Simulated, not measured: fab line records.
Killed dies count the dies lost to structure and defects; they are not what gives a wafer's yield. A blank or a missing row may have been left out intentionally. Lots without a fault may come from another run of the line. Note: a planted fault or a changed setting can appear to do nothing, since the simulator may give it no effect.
Split-lot trial :: flow n5Finfet :: 39 wafers read across 7 lots, on a route 1938 steps long

ABOUT THE SPLIT
At N5_MOL_CONTACT_COAG_ETCH_47 (etches SiNx in CH3F/O2, stops on W, target depth 27 nm), the setting sourceW was moved away from the recipe's 395 W on 9 of the 39 wafers read, by -7.0% to +16.4%. For the rest of the wafers, this setting stayed at what the recipe calls for.

The reading comes from the split's own step.

THE READING
rfVppV, in V, at N5_MOL_CONTACT_COAG_ETCH_47 (etches SiNx in CH3F/O2, stops on W, target depth 27 nm). Typical for fault-free wafers on this fab line: 299.2 V, with standard deviation 2.7 V.

wafer: L074.1
tool, chamber at the split: rieDiel-04, 3
sourceW as run, W: 395
against the recipe: recipe
rfVppV, V: 302.7
against lot-mates on the recipe: -

wafer: L074.2
tool, chamber at the split: rieDiel-04, 1
sourceW as run, W: 395
against the recipe: recipe
rfVppV, V: 296.9
against lot-mates on the recipe: -

wafer: L074.3
tool, chamber at the split: rieDiel-04, 2
sourceW as run, W: 395
against the recipe: recipe
rfVppV, V: 301.7
against lot-mates on the recipe: -

wafer: L074.4
tool, chamber at the split: rieDiel-04, 3
sourceW as run, W: 395
against the recipe: recipe
rfVppV, V: 302.8
against lot-mates on the recipe: -

wafer: L074.5
tool, chamber at the split: rieDiel-04, 1
sourceW as run, W: 395
against the recipe: recipe
rfVppV, V: 296.5
against lot-mates on the recipe: -

wafer: L074.6
tool, chamber at the split: rieDiel-04, 2
sourceW as run, W: 395
against the recipe: recipe
rfVppV, V: 300.6
against lot-mates on the recipe: -

wafer: L079.1
tool, chamber at the split: rieDiel-06, 1
sourceW as run, W: 395
against the recipe: recipe
rfVppV, V: 301.1
against lot-mates on the recipe: -

wafer: L079.2
tool, chamber at the split: rieDiel-06, 3
sourceW as run, W: 368.2
against the recipe: -6.8%
rfVppV, V: 310.0
against lot-mates on the recipe: +10.0

wafer: L079.3
tool, chamber at the split: rieDiel-06, 0
sourceW as run, W: 368.2
against the recipe: -6.8%
rfVppV, V: 307.8
against lot-mates on the recipe: +7.8

wafer: L079.4
tool, chamber at the split: rieDiel-06, 2
sourceW as run, W: 395
against the recipe: recipe
rfVppV, V: 299.1
against lot-mates on the recipe: -

wafer: L079.5
tool, chamber at the split: rieDiel-06, 2
sourceW as run, W: 395
against the recipe: recipe
rfVppV, V: 299.8
against lot-mates on the recipe: -

wafer: L079.6
tool, chamber at the split: rieDiel-06, 1
sourceW as run, W: 368.2
against the recipe: -6.8%
rfVppV, V: 311.3
against lot-mates on the recipe: +11.3

wafer: L081.1
tool, chamber at the split: rieDiel-02, 0
sourceW as run, W: 459.6
against the recipe: +16.4%
rfVppV, V: 274.8
against lot-mates on the recipe: -21.9

wafer: L081.2
tool, chamber at the split: rieDiel-02, 1
sourceW as run, W: 395
against the recipe: recipe
rfVppV, V: 299.4
against lot-mates on the recipe: -

wafer: L081.3
tool, chamber at the split: rieDiel-02, 3
sourceW as run, W: 395
against the recipe: recipe
rfVppV, V: 293.8
against lot-mates on the recipe: -

wafer: L081.4
tool, chamber at the split: rieDiel-02, 3
sourceW as run, W: 459.6
against the recipe: +16.4%
rfVppV, V: 274.1
against lot-mates on the recipe: -22.6

wafer: L081.5
tool, chamber at the split: rieDiel-02, 0
sourceW as run, W: 395
against the recipe: recipe
rfVppV, V: 297.0
against lot-mates on the recipe: -

wafer: L081.6
tool, chamber at the split: rieDiel-02, 1
sourceW as run, W: 459.6
against the recipe: +16.4%
rfVppV, V: 278.5
against lot-mates on the recipe: -18.2

wafer: L082.1
tool, chamber at the split: rieDiel-02, 1
sourceW as run, W: 395
against the recipe: recipe
rfVppV, V: 299.2
against lot-mates on the recipe: -

wafer: L082.2
tool, chamber at the split: rieDiel-02, 3
sourceW as run, W: 395
against the recipe: recipe
rfVppV, V: 294.9
against lot-mates on the recipe: -

wafer: L082.5
tool, chamber at the split: rieDiel-02, 1
sourceW as run, W: 395
against the recipe: recipe
rfVppV, V: 297.3
against lot-mates on the recipe: -

wafer: L085.1
tool, chamber at the split: rieDiel-04, 2
sourceW as run, W: 367.3
against the recipe: -7.0%
rfVppV, V: 311.8
against lot-mates on the recipe: +11.5

wafer: L085.2
tool, chamber at the split: rieDiel-04, 3
sourceW as run, W: 367.3
against the recipe: -7.0%
rfVppV, V: 312.4
against lot-mates on the recipe: +12.1

wafer: L085.3
tool, chamber at the split: rieDiel-04, 0
sourceW as run, W: 395
against the recipe: recipe
rfVppV, V: 295.6
against lot-mates on the recipe: -

wafer: L085.4
tool, chamber at the split: rieDiel-04, 0
sourceW as run, W: 367.3
against the recipe: -7.0%
rfVppV, V: 307.4
against lot-mates on the recipe: +7.1

wafer: L085.5
tool, chamber at the split: rieDiel-04, 2
sourceW as run, W: 395
against the recipe: recipe
rfVppV, V: 301.7
against lot-mates on the recipe: -

wafer: L085.6
tool, chamber at the split: rieDiel-04, 3
sourceW as run, W: 395
against the recipe: recipe
rfVppV, V: 303.5
against lot-mates on the recipe: -

wafer: L093.1
tool, chamber at the split: rieDiel-02, 3
sourceW as run, W: 395
against the recipe: recipe
rfVppV, V: 295.7
against lot-mates on the recipe: -

wafer: L093.2
tool, chamber at the split: rieDiel-02, 0
sourceW as run, W: 395
against the recipe: recipe
rfVppV, V: 295.4
against lot-mates on the recipe: -

wafer: L093.3
tool, chamber at the split: rieDiel-02, 2
sourceW as run, W: 395
against the recipe: recipe
rfVppV, V: 299.3
against lot-mates on the recipe: -

wafer: L093.4
tool, chamber at the split: rieDiel-02, 1
sourceW as run, W: 395
against the recipe: recipe
rfVppV, V: 298.8
against lot-mates on the recipe: -

wafer: L093.5
tool, chamber at the split: rieDiel-02, 1
sourceW as run, W: 395
against the recipe: recipe
rfVppV, V: 298.3
against lot-mates on the recipe: -

wafer: L093.6
tool, chamber at the split: rieDiel-02, 0
sourceW as run, W: 395
against the recipe: recipe
rfVppV, V: 295.7
against lot-mates on the recipe: -

wafer: L095.1
tool, chamber at the split: rieDiel-02, 0
sourceW as run, W: 395
against the recipe: recipe
rfVppV, V: 295.1
against lot-mates on the recipe: -

wafer: L095.2
tool, chamber at the split: rieDiel-02, 1
sourceW as run, W: 395
against the recipe: recipe
rfVppV, V: 300.0
against lot-mates on the recipe: -

wafer: L095.3
tool, chamber at the split: rieDiel-02, 2
sourceW as run, W: 395
against the recipe: recipe
rfVppV, V: 300.1
against lot-mates on the recipe: -

wafer: L095.4
tool, chamber at the split: rieDiel-02, 3
sourceW as run, W: 395
against the recipe: recipe
rfVppV, V: 292.8
against lot-mates on the recipe: -

wafer: L095.5
tool, chamber at the split: rieDiel-02, 0
sourceW as run, W: 395
against the recipe: recipe
rfVppV, V: 295.0
against lot-mates on the recipe: -

wafer: L095.6
tool, chamber at the split: rieDiel-02, 3
sourceW as run, W: 395
against the recipe: recipe
rfVppV, V: 294.4
against lot-mates on the recipe: -

FIT RESULTS
A straight line over all 39 wafers: rfVppV changes by -1.47 V for each +1% of sourceW; r = -0.94; the points scatter about the line by 2.9 V.
The same after taking each lot's own level away (the mean of its wafers on the recipe; 39 wafers): -1.33 V for each +1%; r = -0.95; scatter 2.3 V.
That fit puts the effect of the largest move of sourceW on the reading at 22 V.
Measured against the standard deviation above, the lots' own levels, which go from 296.23 to 300.27 V, span 1.5 times it.
In other words, the slope is changed by the lot-to-lot level; the two fits disagree.
Check: for one of the wafers moved furthest among these (+16.4%), held out of the fit, the line's prediction against its lot-mates is -21.3 V. It came out at -21.9 V against them.
Tool readings at the split's step, against how far the setting was moved: rfVppV r = -0.94.

OTHER SPLITS ON THESE WAFERS
These wafers also went through other splits before the reading. Each is held against what the fit with the lots' levels taken away leaves over:
other split on the same wafers: N5_WELL_APT_EPI_41 timeS
wafers away from the commonest value: 12
r with rfVppV (lot level and that fit taken away): +0.07

other split on the same wafers: N5_FIN_SAQP_ETCH_65 timeS
wafers away from the commonest value: 18
r with rfVppV (lot level and that fit taken away): -0.01

other split on the same wafers: N5_DUMMY_GATE_ETCH_31 targetDepthA
wafers away from the commonest value: 12
r with rfVppV (lot level and that fit taken away): -0.11

other split on the same wafers: N5_SD_EPI_N_EPI_21 timeS
wafers away from the commonest value: 15
r with rfVppV (lot level and that fit taken away): -0.14

THE FILE'S OWN FIT
rfVppV changes by -1.32 V for each +1% of sourceW, r = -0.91.
